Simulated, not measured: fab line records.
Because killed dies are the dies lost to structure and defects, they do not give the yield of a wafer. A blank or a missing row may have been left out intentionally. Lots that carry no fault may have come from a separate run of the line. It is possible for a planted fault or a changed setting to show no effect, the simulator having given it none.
fab line records	flow n5Finfet
record lots=24	wafers=72	lastDay=17
route steps=1938 shown BEOL_M4@1069 BEOL_M5@1126
lots with no fault: from the same line, run without faults
startH: hours from the record's first day to the start of the lot's first wafer shown	waitH: hours from the lot's prior step to this one	" the same as in the row above	L1.1+2: a single row standing in for several wafers	- either no value or no given start	* or withheld: withheld	< > ~ a bound
route shown NAME@n: names a module that has steps shown in the file, with the first one's number in the route	usual: average and standard deviation across the fault-free wafers	same: alike in all rows	chamber/n: place in a boat	sites: the reading at each site	_std_site: how widely they spread, as a standard deviation	_edge_site: mean of outer sites minus mean of inner sites	radiusMm: how far each site lies from the wafer's centre	mask NAME#n: copy n	behind: the tool/chamber that last shaped the wafer	hold: the reason the lot was held/the length of the hold in hours/how it ended	device: the transistor (n, p or np) that didn't switch	end of line: the route-end tests of the same wafers	a step without rows: its recipe alone	killed: not the wafer's yield, but the dies lost to structure and defects at the first sort	map: a wafer's dies, x killed, . not, _ none there
set.NAME: setting as actually run; set.NAME@STEP: the setting as run at that earlier step	model.NAME: the simulator's own value behind a step, which no gauge read
the route's steps for a sample of lots (tables are steps, rows are wafers)
services: from which hour (startH, from the record's first day; less than 0 if before it) a tool's chamber was out of use, for how many hours, and why
## steps
# step N5_BEOL_M4_STRIP_36
# recipe chemistry=N2/H2	powerW=450	tempC=40	pressureMtorr=20	rfFrequencyHz=6e+07	overashFraction=0.3	biasPowerW=7	h2Frac=0.5	n2FlowSccm=200	h2FlowSccm=200
# usual drypumpMotorCurrentA=5.6/0.44	n2FlowSccm=199.9/0.65	oesProductAu=0.83/0.088	rfVppV=59.2/1.2	showerheadPlenumPTorr=2.54/0.054	throttleValvePct=23.8/0.37
lot.wafer	tool	chamber	startH	waitH	drypumpMotorCurrentA	n2FlowSccm	oesProductAu	rfHoursCounterH	rfVppV	showerheadPlenumPTorr	throttleValvePct
L075.3	rieDiel-05	1	157.73	0.0	5.4	199.6	0.95	8	60.1	2.63	24.3
L075.4	"	3	"	"	5.8	199.9	0.71	173	57.7	2.51	23.7
L075.6	"	3	"	"	5.8	200.1	0.70	-	59.4	2.51	23.8
L074.1	rieDiel-04	0	162.13	0.0	4.8	199.7	0.84	66	60.0	2.54	23.1
L074.2	"	3	"	"	6.3	199.8	0.69	227	59.8	2.62	24.1
L074.4	"	2	"	"	5.5	199.6	0.89	24	59.0	2.50	24.0
L076.2	rieDiel-03	1	173.73	0.0	6.3	198.9	0.82	75	57.6	2.57	23.7
L076.3	"	3	"	"	5.5	201.4	0.92	20	59.3	2.60	24.1
L076.5	"	3	"	"	5.5	200.0	0.91	-	57.9	2.60	24.1
L077.4	rieDiel-05	2	178.20	0.0	5.3	199.4	0.75	116	59.6	2.57	24.0
L077.5	"	2	"	"	5.3	199.2	0.75	-	59.5	2.57	24.1
L077.6	"	1	"	"	5.3	199.9	0.92	-	59.1	2.62	24.3
L079.2	rieDiel-04	0	186.91	0.0	4.8	199.7	0.84	78	61.4	2.53	23.1
L079.3	"	2	"	"	5.5	200.0	0.91	29	59.9	2.50	24.0
L079.6	"	0	"	"	4.8	199.4	0.83	-	60.1	2.53	23.1
L078.1	rieDiel-03	2	191.47	0.0	5.4	200.2	0.69	239	58.3	2.60	23.7
L078.2	"	3	"	"	5.5	200.6	0.90	29	57.4	2.60	24.1
L078.6	"	1	"	"	6.3	199.3	0.81	-	61.0	2.57	23.7
L080.2	rieDiel-04	1	195.27	0.0	5.2	201.1	0.85	51	57.7	2.51	24.1
L080.3	"	3	"	"	6.3	199.8	0.69	236	59.6	2.62	24.1
L080.6	"	0	"	"	4.8	199.5	0.83	-	59.7	2.53	23.1
L081.2	rieDiel-04	3	200.88	0.0	6.2	200.0	0.68	239	60.5	2.62	24.1
L081.5	"	3	"	"	6.3	199.1	0.69	-	56.5	2.62	24.1
L081.6	"	2	"	"	5.5	199.0	0.90	-	58.4	2.50	24.0
L082.1	rieDiel-03	2	207.48	0.0	5.4	200.3	0.68	245	58.6	2.60	23.7
L082.3	"	1	"	"	6.3	200.7	0.80	90	59.9	2.56	23.8
L082.4	"	3	"	"	5.5	199.9	0.90	35	59.7	2.60	24.0
L083.1	rieDiel-04	3	207.60	0.0	6.3	200.0	0.70	242	60.2	2.62	24.1
L083.2	"	1	"	"	5.3	199.2	0.84	56	59.0	2.50	24.1
L083.4	"	1	"	"	5.3	200.0	0.84	-	59.6	2.50	24.1
L084.2	rieDiel-05	0	225.01	0.0	5.9	199.2	0.70	202	58.4	2.41	23.6
L084.3	"	1	"	"	5.3	200.3	0.88	33	58.9	2.61	24.4
L084.6	"	3	"	"	5.8	200.1	0.70	-	58.4	2.51	23.8
L087.3	rieDiel-05	1	238.49	0.0	5.3	200.3	0.89	37	61.2	2.61	24.4
L087.5	"	3	"	"	5.8	201.7	0.69	-	59.3	2.50	23.8
L087.6	"	0	"	"	6.0	200.7	0.70	-	58.2	2.41	23.6
L085.1	rieDiel-03	1	245.19	0.0	6.4	199.5	0.78	106	59.2	2.56	23.8
L085.3	"	3	"	"	5.5	197.8	0.85	53	58.4	2.59	24.1
L085.4	"	0	"	"	5.8	198.8	0.91	18	58.3	2.49	23.3
L086.2	rieDiel-04	2	245.45	0.0	5.5	199.8	0.86	50	59.0	2.49	24.0
L086.4	"	0	"	"	4.8	198.6	0.80	-	58.9	2.52	23.2
L086.6	"	1	"	"	5.3	199.2	0.82	-	60.9	2.50	24.1
L088.1	rieDiel-05	2	263.69	0.0	5.3	200.1	0.72	144	59.1	2.56	24.1
L088.5	"	1	"	"	5.3	200.0	0.86	-	60.4	2.61	24.4
L088.6	"	0	"	"	6.0	199.0	0.69	-	58.3	2.41	23.6
L089.3	rieDiel-03	3	263.90	0.0	5.5	200.1	0.84	58	59.4	2.59	24.1
L089.4	"	0	"	"	5.8	200.2	0.91	24	58.9	2.49	23.3
L089.6	"	3	"	"	5.5	199.6	0.85	-	58.9	2.59	24.1
L091.1	rieDiel-03	2	264.38	0.0	5.3	200.1	0.97	8	60.6	2.59	23.3
L091.2	"	3	"	"	5.5	200.2	0.85	59	58.5	2.59	24.1
L091.6	"	0	"	"	5.8	200.0	0.91	-	58.7	2.49	23.3
L090.2	rieDiel-03	0	266.78	0.0	5.8	199.8	0.92	25	59.1	2.49	23.3
L090.4	"	1	"	"	6.3	199.7	0.81	113	60.6	2.55	23.7
L090.5	"	3	"	"	5.5	202.1	0.85	-	58.1	2.59	24.1
L092.1	rieDiel-03	1	268.39	0.0	6.4	198.6	0.79	114	58.4	2.55	23.8
L092.4	"	2	"	"	5.3	199.8	0.98	10	58.5	2.59	23.3
L092.6	"	3	"	"	5.5	200.1	0.85	-	60.0	2.58	24.1
L093.1	rieDiel-03	0	269.21	0.0	5.8	199.8	0.91	26	61.0	2.49	23.3
L093.3	"	2	"	"	5.3	200.8	0.97	10	58.5	2.59	23.3
L093.4	"	1	"	"	6.3	199.3	0.79	114	59.7	2.55	23.7
L094.2	rieDiel-03	3	272.04	0.0	5.5	199.5	0.84	61	59.7	2.58	24.1
L094.3	"	1	"	"	6.4	199.0	0.79	115	60.4	2.55	23.8
L094.5	"	0	"	"	5.8	200.7	0.90	-	59.0	2.49	23.4
L095.4	rieDiel-03	2	291.34	0.0	5.4	198.4	0.94	17	58.6	2.59	23.3
L095.5	"	0	"	"	5.8	200.2	0.89	-	59.9	2.49	23.3
L095.6	"	3	"	"	5.5	199.0	0.84	-	59.5	2.58	24.1
L096.4	rieDiel-04	3	296.43	0.0	6.3	200.1	0.91	16	58.1	2.60	23.8
L096.5	"	3	"	"	6.3	200.0	0.91	-	60.8	2.61	23.8
L096.6	"	0	"	"	4.8	199.8	0.80	-	59.2	2.52	23.2
L097.1	rieDiel-04	0	307.08	0.0	4.8	199.0	0.79	120	59.1	2.52	23.2
L097.4	"	1	"	"	5.3	199.5	0.80	93	58.4	2.49	24.2
L097.5	"	3	"	"	6.3	199.9	0.92	-	58.1	2.60	23.8
# step N5_BEOL_M4_ALD_84
# recipe material=TaN	targetThkA=*	tempC=275	aldPrecursorFamily=PDMAT	aldCoReactant=NH3	pressureTorr=3	carrierFlowSccm=1500	pulseTimeS=2	purgeTimeS=3	coReactantPurgeTimeS=2	coReactantPulseTimeS=3	aldCycles=30	precursorVesselTempC=75	precursorVesselPressureTorr=26.25	precursorVesselCarrierSccm=1000
# usual heaterPowerW=415/21
lot.wafer	tool	chamber	startH	waitH	heaterPowerW
L075.3	aldMetal-01	0	158.69	0.2	386
L075.4	"	2	"	"	420
L075.6	"	1	"	"	401
L074.1	aldMetal-03	1	163.16	0.0	417
L074.2	"	3	"	"	447
L074.4	"	0	"	"	415
L076.2	aldMetal-03	3	174.54	0.1	468
L076.3	"	2	"	"	429
L076.5	"	1	"	"	403
L077.4	aldMetal-01	1	178.82	0.0	407
L077.5	"	1	"	"	411
L077.6	"	2	"	"	421
L079.2	aldMetal-03	1	188.78	0.3	405
L079.3	"	3	"	"	456
L079.6	"	0	"	"	413
L078.1	aldMetal-01	1	192.75	0.3	416
L078.2	"	2	"	"	408
L078.6	"	1	"	"	403
L080.2	aldMetal-01	3	196.25	0.0	407
L080.3	"	1	"	"	402
L080.6	"	1	"	"	398
L081.2	aldMetal-03	2	201.50	0.0	428
L081.5	"	0	"	"	411
L081.6	"	3	"	"	450
L082.1	aldMetal-01	2	208.82	0.0	412
L082.3	"	1	"	"	416
L082.4	"	0	"	"	393
L083.1	aldMetal-04	0	208.83	0.0	411
L083.2	"	3	"	"	428
L083.4	"	2	"	"	371
L084.2	aldMetal-03	0	225.93	0.0	417
L084.3	"	2	"	"	426
L084.6	"	1	"	"	410
L087.3	aldMetal-04	2	239.48	0.0	368
L087.5	"	3	"	"	440
L087.6	"	2	"	"	363
L085.1	aldMetal-03	2	246.08	0.1	430
L085.3	"	0	"	"	411
L085.4	"	1	"	"	411
L086.2	aldMetal-04	1	246.14	0.0	408
L086.4	"	2	"	"	369
L086.6	"	1	"	"	398
L088.1	aldMetal-03	2	264.54	0.1	429
L088.5	"	1	"	"	411
L088.6	"	0	"	"	412
L089.3	aldMetal-04	0	264.55	0.1	415
L089.4	"	1	"	"	403
L089.6	"	0	"	"	416
L091.1	aldMetal-03	2	264.88	0.0	429
L091.2	"	1	"	"	415
L091.6	"	0	"	"	405
L090.2	aldMetal-01	1	268.30	0.1	408
L090.4	"	3	"	"	410
L090.5	"	2	"	"	418
L092.1	aldMetal-03	1	269.33	0.0	417
L092.4	"	3	"	"	450
L092.6	"	0	"	"	420
L093.1	aldMetal-04	2	269.74	0.1	367
L093.3	"	1	"	"	404
L093.4	"	3	"	"	433
L094.2	aldMetal-03	2	272.77	0.0	427
L094.3	"	1	"	"	399
L094.5	"	2	"	"	431
L095.4	aldMetal-03	2	292.16	0.1	430
L095.5	"	3	"	"	441
L095.6	"	2	"	"	425
L096.4	aldMetal-03	1	297.07	0.0	410
L096.5	"	1	"	"	412
L096.6	"	0	"	"	414
L097.1	aldMetal-04	1	307.82	0.0	411
L097.4	"	3	"	"	436
L097.5	"	1	"	"	415
# step N5_BEOL_M4_ANNEAL_89
# recipe tempC=400	timeS=240	ambient=vacuum
# usual heaterPowerW=822/59
lot.wafer	tool	chamber	startH	waitH	heaterPowerW
L075.3	pvdSputter-03	-	161.79	0.0	840
L075.4	"	-	"	"	858
L075.6	"	-	"	"	815
L074.1	pvdSputter-02	-	164.72	0.0	896
L074.2	"	-	"	"	855
L074.4	"	-	"	"	755
L076.2	pvdSputter-03	-	176.55	0.0	871
L076.3	"	-	"	"	812
L076.5	"	-	"	"	829
L077.4	pvdSputter-03	-	180.29	0.0	888
L077.5	"	-	"	"	860
L077.6	"	-	"	"	837
L079.2	pvdSputter-01	-	190.67	0.0	875
L079.3	"	-	"	"	795
L079.6	"	-	"	"	880
L078.1	pvdSputter-02	-	194.92	0.0	875
L078.2	"	-	"	"	893
L078.6	"	-	"	"	840
L080.2	pvdSputter-01	-	197.79	0.0	789
L080.3	"	-	"	"	882
L080.6	"	-	"	"	916
L081.2	pvdSputter-02	-	202.90	0.0	901
L081.5	"	-	"	"	849
L081.6	"	-	"	"	709
L082.1	pvdSputter-03	-	210.38	0.0	855
L082.3	"	-	"	"	833
L082.4	"	-	"	"	798
L083.1	pvdSputter-02	-	210.62	0.0	758
L083.2	"	-	"	"	854
L083.4	"	-	"	"	704
L084.2	pvdSputter-01	-	227.33	0.0	886
L084.3	"	-	"	"	753
L084.6	"	-	"	"	862
L087.3	pvdSputter-01	-	241.00	0.0	889
L087.5	"	-	"	"	865
L087.6	"	-	"	"	766
L085.1	pvdSputter-02	-	247.57	0.0	718
L085.3	"	-	"	"	855
L085.4	"	-	"	"	883
L086.2	pvdSputter-01	-	247.58	0.0	879
L086.4	"	-	"	"	766
L086.6	"	-	"	"	755
L088.1	pvdSputter-02	-	265.97	0.0	688
L088.5	"	-	"	"	864
L088.6	"	-	"	"	737
L089.3	pvdSputter-03	-	266.02	0.0	827
L089.4	"	-	"	"	876
L089.6	"	-	"	"	841
L091.1	pvdSputter-02	-	267.89	0.0	851
L091.2	"	-	"	"	739
L091.6	"	-	"	"	747
L090.2	pvdSputter-02	-	269.83	0.0	743
L090.4	"	-	"	"	853
L090.5	"	-	"	"	715
L092.1	pvdSputter-01	-	270.81	0.0	868
L092.4	"	-	"	"	788
L092.6	"	-	"	"	803
L093.1	pvdSputter-03	-	271.44	0.0	887
L093.3	"	-	"	"	820
L093.4	"	-	"	"	807
L094.2	pvdSputter-03	-	274.35	0.0	829
L094.3	"	-	"	"	895
L094.5	"	-	"	"	891
L095.4	pvdSputter-01	-	293.83	0.0	752
L095.5	"	-	"	"	887
L095.6	"	-	"	"	763
L096.4	pvdSputter-03	-	298.85	0.0	869
L096.5	"	-	"	"	845
L096.6	"	-	"	"	803
L097.1	pvdSputter-01	-	309.40	0.0	894
L097.4	"	-	"	"	756
L097.5	"	-	"	"	869
# step N5_BEOL_M4_SPUTTER_96
# recipe material=Cu	targetThkA=45	tempC=-20	chamberPressurePa=0.07	powerW=withheld	timeS=8.29
# usual throttleValvePct=29.9/0.88
lot.wafer	tool	chamber	startH	waitH	throttleValvePct
L075.3	pvdSputter-03	-	162.59	0.1	29.3
L075.4	"	-	"	"	31.7
L075.6	"	-	"	"	28.8
L074.1	pvdSputter-02	-	165.52	0.1	31.0
L074.2	"	-	"	"	29.3
L074.4	"	-	"	"	29.3
L076.2	pvdSputter-03	-	177.35	0.1	31.7
L076.3	"	-	"	"	29.3
L076.5	"	-	"	"	29.1
L077.4	pvdSputter-03	-	181.09	0.1	30.2
L077.5	"	-	"	"	31.6
L077.6	"	-	"	"	29.1
L079.2	pvdSputter-01	-	191.47	0.1	29.1
L079.3	"	-	"	"	30.4
L079.6	"	-	"	"	29.4
L078.1	pvdSputter-02	-	195.72	0.1	29.3
L078.2	"	-	"	"	31.0
L078.6	"	-	"	"	29.3
L080.2	pvdSputter-01	-	198.59	0.1	30.3
L080.3	"	-	"	"	29.8
L080.6	"	-	"	"	29.9
L081.2	pvdSputter-02	-	203.70	0.1	31.1
L081.5	"	-	"	"	29.5
L081.6	"	-	"	"	30.1
L082.1	pvdSputter-03	-	211.18	0.1	31.4
L082.3	"	-	"	"	29.2
L082.4	"	-	"	"	30.2
L083.1	pvdSputter-02	-	215.16	0.1	29.3
L083.2	"	-	"	"	29.3
L083.4	"	-	"	"	30.1
L084.2	pvdSputter-01	-	228.13	0.1	30.1
L084.3	"	-	"	"	27.9
L084.6	"	-	"	"	29.1
L087.3	pvdSputter-01	-	241.80	0.1	30.2
L087.5	"	-	"	"	29.8
L087.6	"	-	"	"	28.2
L085.1	pvdSputter-02	-	248.37	0.1	30.0
L085.3	"	-	"	"	29.3
L085.4	"	-	"	"	31.0
L086.2	pvdSputter-01	-	248.38	0.1	28.8
L086.4	"	-	"	"	28.3
L086.6	"	-	"	"	28.2
L088.1	pvdSputter-02	-	266.77	0.1	30.1
L088.5	"	-	"	"	29.5
L088.6	"	-	"	"	30.0
L089.3	pvdSputter-03	-	266.82	0.1	29.3
L089.4	"	-	"	"	30.3
L089.6	"	-	"	"	29.4
L091.1	pvdSputter-02	-	268.69	0.1	29.4
L091.2	"	-	"	"	29.3
L091.6	"	-	"	"	29.3
L090.2	pvdSputter-02	-	270.63	0.1	29.5
L090.4	"	-	"	"	29.4
L090.5	"	-	"	"	30.3
L092.1	pvdSputter-01	-	271.61	0.1	29.6
L092.4	"	-	"	"	30.5
L092.6	"	-	"	"	30.2
L093.1	pvdSputter-03	-	272.24	0.1	30.4
L093.3	"	-	"	"	30.0
L093.4	"	-	"	"	29.1
L094.2	pvdSputter-03	-	275.15	0.1	29.2
L094.3	"	-	"	"	30.3
L094.5	"	-	"	"	30.4
L095.4	pvdSputter-01	-	294.63	0.1	28.1
L095.5	"	-	"	"	29.9
L095.6	"	-	"	"	28.2
L096.4	pvdSputter-03	-	299.65	0.1	30.1
L096.5	"	-	"	"	31.8
L096.6	"	-	"	"	29.0
L097.1	pvdSputter-01	-	310.20	0.1	30.1
L097.4	"	-	"	"	28.2
L097.5	"	-	"	"	29.0
# step N5_BEOL_M5_CD_MEAS_11
# recipe targetCdNm=27.74	landingEnergyEv=500	detector=seInlens
# usual cdNm=27.98/0.26
lot.wafer	tool	chamber	startH	waitH	cdNm
L075.3	cdSem-03	0	166.38	-	27.81
L075.4	"	0	"	"	28.12
L075.6	"	0	"	"	27.85
L074.1	cdSem-03	0	169.19	-	28.16
L074.2	"	0	"	"	28.19
L074.4	"	0	"	"	28.27
L076.2	cdSem-02	0	181.78	-	28.41
L076.3	"	0	"	"	27.91
L076.5	"	0	"	"	27.79
L077.4	cdSem-03	0	184.39	-	27.49
L077.5	"	0	"	"	27.91
L077.6	"	0	"	"	27.86
L079.2	cdSem-03	0	196.35	-	27.87
L079.3	"	0	"	"	27.57
L079.6	"	0	"	"	27.77
L078.1	cdSem-03	0	200.59	-	27.69
L078.2	"	0	"	"	27.72
L078.6	"	0	"	"	28.04
L080.2	cdSem-03	0	201.87	-	27.86
L080.3	"	0	"	"	27.87
L080.6	"	0	"	"	27.77
L081.2	cdSem-03	0	208.18	-	27.65
L081.5	"	0	"	"	28.06
L081.6	"	0	"	"	27.64
L082.1	cdSem-03	0	216.06	-	28.17
L082.3	"	0	"	"	27.90
L082.4	"	0	"	"	27.84
L083.1	cdSem-03	0	218.32	-	28.17
L083.2	"	0	"	"	27.86
L083.4	"	0	"	"	28.25
L084.2	cdSem-03	0	231.51	-	27.71
L084.3	"	0	"	"	28.19
L084.6	"	0	"	"	27.87
L087.3	cdSem-03	0	246.15	-	27.96
L087.5	"	0	"	"	28.18
L087.6	"	0	"	"	28.25
L085.1	cdSem-03	0	252.03	-	28.17
L085.3	"	0	"	"	27.61
L085.4	"	0	"	"	28.30
L086.2	cdSem-02	0	252.21	-	27.68
L086.4	"	0	"	"	28.22
L086.6	"	0	"	"	27.90
L088.1	cdSem-03	0	272.26	-	28.61
L088.5	"	0	"	"	28.30
L088.6	"	0	"	"	28.22
L089.3	cdSem-01	0	272.91	-	28.40
L089.4	"	0	"	"	28.01
L089.6	"	0	"	"	27.95
L091.1	cdSem-03	0	273.07	-	28.05
L091.2	"	0	"	"	28.31
L091.6	"	0	"	"	28.14
L090.2	cdSem-01	0	275.18	-	27.51
L090.4	"	0	"	"	28.28
L090.5	"	0	"	"	28.01
L092.1	cdSem-02	0	275.25	-	28.36
L092.4	"	0	"	"	28.10
L092.6	"	0	"	"	27.57
L093.1	cdSem-01	0	275.95	-	27.86
L093.3	"	0	"	"	27.71
L093.4	"	0	"	"	27.80
L094.2	cdSem-01	0	280.42	-	27.98
L094.3	"	0	"	"	27.52
L094.5	"	0	"	"	28.14
L095.4	cdSem-03	0	299.46	-	28.15
L095.5	"	0	"	"	28.01
L095.6	"	0	"	"	28.06
L096.4	cdSem-01	0	303.34	-	27.74
L096.5	"	0	"	"	27.66
L096.6	"	0	"	"	28.23
L097.1	cdSem-03	0	313.44	-	28.19
L097.4	"	0	"	"	28.15
L097.5	"	0	"	"	28.26
# step N5_BEOL_M5_ETCH_75
# recipe chemistry=N2/H2	target=underlayer	targetDepthA=65	maskMaterial=CAR-EUV	timeS=5.2	ionEnergyEv=200	pressureMtorr=30	sourceW=840	biasW=150	n2FlowSccm=200	h2FlowSccm=200	ends=cleared
# usual drypumpMotorCurrentA=5.5/0.34	etchRfOnTimeS=5.20/0.18	n2FlowSccm=199.8/0.62	oesProductAu=0.66/0.083	rfVppV=524.3/2.4	showerheadPlenumPTorr=2.55/0.066	throttleValvePct=17.9/0.31
lot.wafer	tool	chamber	startH	waitH	drypumpMotorCurrentA	etchRfOnTimeS	n2FlowSccm	oesProductAu	rfHoursCounterH	rfVppV	showerheadPlenumPTorr	throttleValvePct
L075.3	rieDiel-06	0	167.65	0.0	5.3	4.80	199.8	0.66	155	527.3	2.66	17.9
L075.4	"	1	"	"	6.0	5.05	200.0	0.60	211	526.9	2.63	18.2
L075.6	"	0	"	"	5.3	4.80	198.8	0.66	-	527.5	2.66	17.9
L074.1	rieDiel-02	0	171.21	0.0	5.8	5.40	200.3	0.74	37	527.0	2.56	17.5
L074.2	"	3	"	"	5.7	5.25	200.2	0.60	227	522.9	2.51	18.2
L074.4	"	2	"	"	5.6	5.45	200.2	0.59	243	523.8	2.58	17.7
L076.2	rieDiel-01	1	183.91	0.0	5.5	5.34	199.7	0.63	162	529.1	2.64	17.9
L076.3	"	3	"	"	5.2	5.32	199.6	0.59	226	523.9	2.51	18.1
L076.5	"	0	"	"	5.3	5.10	199.0	0.73	-	526.0	2.57	17.9
L077.4	rieDiel-02	0	186.89	0.0	5.8	5.45	199.7	0.72	42	524.8	2.56	17.5
L077.5	"	0	"	"	5.8	5.41	199.4	0.73	-	527.6	2.56	17.5
L077.6	"	1	"	"	5.9	5.39	199.0	0.60	-	521.9	2.51	17.7
L079.2	rieDiel-06	2	197.94	0.0	5.0	4.92	199.8	0.75	65	526.0	2.57	17.7
L079.3	"	3	"	"	4.9	4.93	198.0	0.61	226	520.0	2.39	18.2
L079.6	"	3	"	"	4.9	4.98	199.1	0.60	-	520.0	2.39	18.2
L078.1	rieDiel-06	2	201.66	0.0	5.0	4.98	199.9	0.75	66	523.7	2.57	17.7
L078.2	"	0	"	"	5.3	4.87	200.0	0.65	164	526.7	2.66	18.0
L078.6	"	3	"	"	4.9	4.99	199.4	0.60	-	521.2	2.39	18.2
L080.2	rieDiel-06	0	203.54	0.0	5.4	4.87	199.9	0.65	164	526.4	2.66	17.9
L080.3	"	2	"	"	5.0	4.92	200.7	0.76	66	526.7	2.57	17.7
L080.6	"	2	"	"	5.0	4.94	200.3	0.76	-	528.4	2.57	17.7
L081.2	rieDiel-02	1	209.30	0.0	5.9	5.20	198.9	0.61	219	523.4	2.50	17.7
L081.5	"	1	"	"	5.9	5.22	199.7	0.61	-	524.3	2.50	17.7
L081.6	"	0	"	"	5.8	5.30	200.5	0.73	-	525.1	2.56	17.5
L082.1	rieDiel-01	2	217.61	0.0	5.9	5.16	199.2	0.61	220	523.1	2.51	18.3
L082.3	"	1	"	"	5.5	5.32	199.8	0.63	170	524.9	2.63	17.9
L082.4	"	3	"	"	5.2	5.32	198.4	0.57	236	522.6	2.51	18.1
L083.1	rieDiel-02	3	219.59	0.0	5.8	5.31	200.7	0.59	243	521.6	2.50	18.2
L083.2	"	2	"	"	5.7	5.30	201.0	0.84	2	527.5	2.57	17.3
L083.4	"	0	"	"	5.8	5.39	200.1	0.72	53	526.3	2.56	17.5
L084.2	rieDiel-01	0	233.40	0.0	5.3	5.10	200.5	0.72	52	525.9	2.56	17.9
L084.3	"	3	"	"	5.2	5.18	200.0	0.59	242	520.2	2.50	18.1
L084.6	"	2	"	"	5.9	5.16	200.3	0.60	-	522.8	2.51	18.3
L087.3	rieDiel-02	0	247.93	0.0	5.9	5.44	199.0	0.70	64	525.2	2.55	17.5
L087.5	"	1	"	"	5.9	5.29	199.7	0.59	-	522.5	2.50	17.7
L087.6	"	2	"	"	5.7	5.29	199.3	0.79	-	526.1	2.57	17.3
L085.1	rieDiel-01	2	254.46	0.0	5.9	5.23	199.7	0.59	233	522.7	2.51	18.4
L085.3	"	3	"	"	5.2	5.31	199.7	0.58	249	522.6	2.50	18.1
L085.4	"	2	"	"	5.9	5.24	201.0	0.59	-	520.6	2.51	18.4
L086.2	rieDiel-02	1	254.95	0.0	5.9	5.35	199.4	0.59	236	523.5	2.50	17.7
L086.4	"	1	"	"	5.9	5.25	199.7	0.59	-	522.6	2.50	17.7
L086.6	"	2	"	"	5.7	5.24	199.0	0.78	-	525.3	2.57	17.3
L088.1	rieDiel-01	2	273.33	0.0	5.9	5.24	199.5	0.59	240	523.9	2.50	18.4
L088.5	"	1	"	"	5.5	5.41	199.6	0.60	-	527.9	2.62	18.0
L088.6	"	2	"	"	5.9	5.21	200.1	0.59	-	520.4	2.50	18.4
L089.3	rieDiel-01	3	274.09	0.0	5.2	5.30	200.1	0.57	257	520.3	2.50	18.1
L089.4	"	3	"	"	5.2	5.32	200.5	0.57	-	521.7	2.50	18.1
L089.6	"	1	"	"	5.5	5.33	199.2	0.60	-	525.3	2.63	18.0
L091.1	rieDiel-01	2	274.63	0.0	5.9	5.21	200.4	0.59	241	521.2	2.50	18.4
L091.2	"	3	"	"	5.2	5.39	199.0	0.57	257	520.0	2.50	18.1
L091.6	"	3	"	"	5.2	5.38	199.4	0.57	-	521.9	2.50	18.1
L092.1	rieDiel-01	1	279.34	0.0	5.5	5.34	199.4	0.61	192	526.8	2.62	18.0
L092.4	"	1	"	"	5.5	5.36	200.0	0.60	-	525.3	2.62	18.0
L092.6	"	2	"	"	5.9	5.15	199.3	0.59	-	523.5	2.50	18.4
L090.2	rieDiel-02	0	279.39	0.0	5.9	5.38	199.6	0.69	74	522.9	2.55	17.5
L090.4	"	1	"	"	5.9	5.29	199.5	0.60	243	524.0	2.50	17.7
L090.5	"	3	"	"	5.7	5.12	200.0	0.84	-	522.7	2.50	17.8
L093.1	rieDiel-06	0	279.83	0.0	5.3	4.90	200.0	0.64	189	527.6	2.64	18.0
L093.3	"	1	"	"	6.0	5.05	199.7	0.58	242	526.4	2.62	18.3
L093.4	"	2	"	"	5.1	4.99	200.0	0.72	-	524.9	2.56	17.8
L094.2	rieDiel-02	3	285.04	0.0	5.7	5.15	199.8	0.83	3	522.6	2.50	17.8
L094.3	"	2	"	"	5.7	5.33	200.0	0.76	23	527.1	2.57	17.3
L094.5	"	3	"	"	5.8	5.19	200.6	0.82	-	522.8	2.50	17.8
L095.4	rieDiel-06	0	300.47	0.0	5.3	4.90	199.9	0.62	196	525.9	2.64	18.0
L095.5	"	1	"	"	6.0	5.13	200.9	0.58	-	527.8	2.62	18.3
L095.6	"	2	"	"	5.0	4.94	200.6	0.72	-	526.4	2.56	17.8
L096.4	rieDiel-02	3	304.45	0.0	5.7	5.15	199.7	0.81	9	522.7	2.49	17.8
L096.5	"	1	"	"	5.9	5.30	200.4	0.59	-	522.5	2.49	17.7
L096.6	"	0	"	"	5.8	5.43	199.8	0.69	-	522.4	2.54	17.6
L097.1	rieDiel-06	2	315.18	0.0	5.0	4.96	200.5	0.70	105	523.8	2.56	17.8
L097.4	"	0	"	"	5.3	4.89	200.4	0.62	202	524.6	2.64	18.0
L097.5	"	2	"	"	5.0	4.93	200.4	0.72	-	524.2	2.56	17.7
## services
tool	chamber	startH	hours	kind
rieDiel-06	2	139.56	7.7	repair
rieDiel-01	3	142.69	2.2	repair
rieDiel-04	3	149.33	7.2	repair
aldMetal-03	-	165.29	2.8	pm
pvdSputter-02	-	166.21	1.9	repair
rieDiel-04	2	169.75	12.7	repair
rieDiel-02	1	178.83	7.1	repair
rieDiel-03	0	180.04	-	clean
rieDiel-03	0	180.04	-	consumableReplace:focusRing
rieDiel-03	0	180.04	25.4	scheduledDown
pvdSputter-03	-	186.93	2.6	repair
aldMetal-03	-	189.49	0.4	repair
rieDiel-04	2	205.62	6.8	repair
aldMetal-03	3	215.15	-	calibration
rieDiel-01	2	220.13	3.2	repair
aldMetal-04	0	251.33	5.2	repair
rieDiel-05	3	257.16	2.8	repair
rieDiel-02	3	266.56	10.3	repair
rieDiel-04	2	277.62	3.7	repair
aldMetal-01	-	295.16	8.7	pm
pvdSputter-01	-	301.73	2.1	repair
pvdSputter-01	-	310.66	1.0	repair
rieDiel-05	-	312.87	0.5	repair
rieDiel-05	-	314.04	0.3	repair
## key
fault none
